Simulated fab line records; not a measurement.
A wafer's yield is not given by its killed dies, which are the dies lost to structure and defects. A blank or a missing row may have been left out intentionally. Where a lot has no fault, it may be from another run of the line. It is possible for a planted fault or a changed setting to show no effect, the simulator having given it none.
Matching of chambers || flow n5Finfet || N5_MOL_CONTACT_COAG_ETCH_66 on rieDiel-03: 4 sister chambers
The step etches SiARC in CF4, target depth 13 nm, time 21.7 s. 16 wafers are shown with their chamber, then 8 later ones without.

== WAFERS PAIRED WITH THEIR CHAMBERS ==
{"wafer": "L078.1", "chamber": 2, "showerheadPlenumPTorr (Torr)": 2.06, "drypumpMotorCurrentA (A)": 5.6, "throttleValvePct (%)": 15.57}
{"wafer": "L078.3", "chamber": 0, "showerheadPlenumPTorr (Torr)": 2.12, "drypumpMotorCurrentA (A)": 4.9, "throttleValvePct (%)": 15.69}
{"wafer": "L078.5", "chamber": 3, "showerheadPlenumPTorr (Torr)": 2.03, "drypumpMotorCurrentA (A)": 6.2, "throttleValvePct (%)": 15.54}
{"wafer": "L083.1", "chamber": 2, "showerheadPlenumPTorr (Torr)": 2.05, "drypumpMotorCurrentA (A)": 5.6, "throttleValvePct (%)": 15.60}
{"wafer": "L083.2", "chamber": 3, "showerheadPlenumPTorr (Torr)": 2.02, "drypumpMotorCurrentA (A)": 6.1, "throttleValvePct (%)": 15.56}
{"wafer": "L083.6", "chamber": 1, "showerheadPlenumPTorr (Torr)": 2.23, "drypumpMotorCurrentA (A)": 5.9, "throttleValvePct (%)": 16.02}
{"wafer": "L085.1", "chamber": 2, "showerheadPlenumPTorr (Torr)": 2.05, "drypumpMotorCurrentA (A)": 5.6, "throttleValvePct (%)": 15.62}
{"wafer": "L085.3", "chamber": 3, "showerheadPlenumPTorr (Torr)": 2.02, "drypumpMotorCurrentA (A)": 6.1, "throttleValvePct (%)": 15.58}
{"wafer": "L085.6", "chamber": 2, "showerheadPlenumPTorr (Torr)": 2.05, "drypumpMotorCurrentA (A)": 5.6, "throttleValvePct (%)": 15.62}
{"wafer": "L089.1", "chamber": 0, "showerheadPlenumPTorr (Torr)": 2.12, "drypumpMotorCurrentA (A)": 4.9, "throttleValvePct (%)": 15.26}
{"wafer": "L089.3", "chamber": 3, "showerheadPlenumPTorr (Torr)": 2.02, "drypumpMotorCurrentA (A)": 6.1, "throttleValvePct (%)": 15.58}
{"wafer": "L089.4", "chamber": 2, "showerheadPlenumPTorr (Torr)": 2.05, "drypumpMotorCurrentA (A)": 5.6, "throttleValvePct (%)": 15.64}
{"wafer": "L090.1", "chamber": 1, "showerheadPlenumPTorr (Torr)": 2.22, "drypumpMotorCurrentA (A)": 6.0, "throttleValvePct (%)": 16.05}
{"wafer": "L090.2", "chamber": 0, "showerheadPlenumPTorr (Torr)": 2.12, "drypumpMotorCurrentA (A)": 4.9, "throttleValvePct (%)": 15.25}
{"wafer": "L090.6", "chamber": 1, "showerheadPlenumPTorr (Torr)": 2.22, "drypumpMotorCurrentA (A)": 5.9, "throttleValvePct (%)": 16.04}
{"wafer": "L092.1", "chamber": 2, "showerheadPlenumPTorr (Torr)": 2.05, "drypumpMotorCurrentA (A)": 5.6, "throttleValvePct (%)": 15.66}

SIGNATURES (averages over the wafers above)
{"reading": "showerheadPlenumPTorr", "chamber 0": 2.1200, "chamber 1": 2.2233, "chamber 2": 2.0517, "chamber 3": 2.0225, "scatter within a chamber": 0.00433}
{"reading": "drypumpMotorCurrentA", "chamber 0": 4.900, "chamber 1": 5.933, "chamber 2": 5.600, "chamber 3": 6.125, "scatter within a chamber": 0.0344}
{"reading": "throttleValvePct", "chamber 0": 15.4000, "chamber 1": 16.0367, "chamber 2": 15.6183, "chamber 3": 15.5650, "scatter within a chamber": 0.105}
Rule: a wafer's distance from a chamber is the root of the sum, over the readings, of the square of ((its reading less the chamber's mean) divided by the reading's scatter). The wafer belongs to the nearest chamber; if the next one is less than 2 further off, it can't be placed. How the scatter is found: for the shown wafers, subtract from each reading the mean of its chamber, square and add these, divide the total by (wafers less chambers), then take the root.

== WAFERS WHOSE CHAMBER IS MISSING ==
{"wafer": "L092.3", "showerheadPlenumPTorr (Torr)": 2.22, "drypumpMotorCurrentA (A)": 6.0, "throttleValvePct (%)": 16.05}
{"wafer": "L092.6", "showerheadPlenumPTorr (Torr)": 2.22, "drypumpMotorCurrentA (A)": 6.0, "throttleValvePct (%)": 16.05}
{"wafer": "L093.3", "showerheadPlenumPTorr (Torr)": 2.22, "drypumpMotorCurrentA (A)": 5.9, "throttleValvePct (%)": 16.07}
{"wafer": "L093.5", "showerheadPlenumPTorr (Torr)": 2.02, "drypumpMotorCurrentA (A)": 6.1, "throttleValvePct (%)": 15.59}
{"wafer": "L093.6", "showerheadPlenumPTorr (Torr)": 2.12, "drypumpMotorCurrentA (A)": 4.9, "throttleValvePct (%)": 15.27}
{"wafer": "L096.1", "showerheadPlenumPTorr (Torr)": 2.02, "drypumpMotorCurrentA (A)": 6.1, "throttleValvePct (%)": 15.62}
{"wafer": "L096.2", "showerheadPlenumPTorr (Torr)": 2.22, "drypumpMotorCurrentA (A)": 5.9, "throttleValvePct (%)": 16.07}
{"wafer": "L096.4", "showerheadPlenumPTorr (Torr)": 2.11, "drypumpMotorCurrentA (A)": 4.9, "throttleValvePct (%)": 15.29}

== WHICH CHAMBER EACH ONE RAN IN ==
{"wafer": "L092.3", "from the rows above": 1, "in truth": 1}
{"wafer": "L092.6", "from the rows above": 1, "in truth": 1}
{"wafer": "L093.3", "from the rows above": 1, "in truth": 1}
{"wafer": "L093.5", "from the rows above": 3, "in truth": 3}
{"wafer": "L093.6", "from the rows above": 0, "in truth": 0}
{"wafer": "L096.1", "from the rows above": 3, "in truth": 3}
{"wafer": "L096.2", "from the rows above": 1, "in truth": 1}
{"wafer": "L096.4", "from the rows above": 0, "in truth": 0}
Placed correctly: 8 of 8. Number that these rows cannot place: 0. Number placed wrongly: 0.
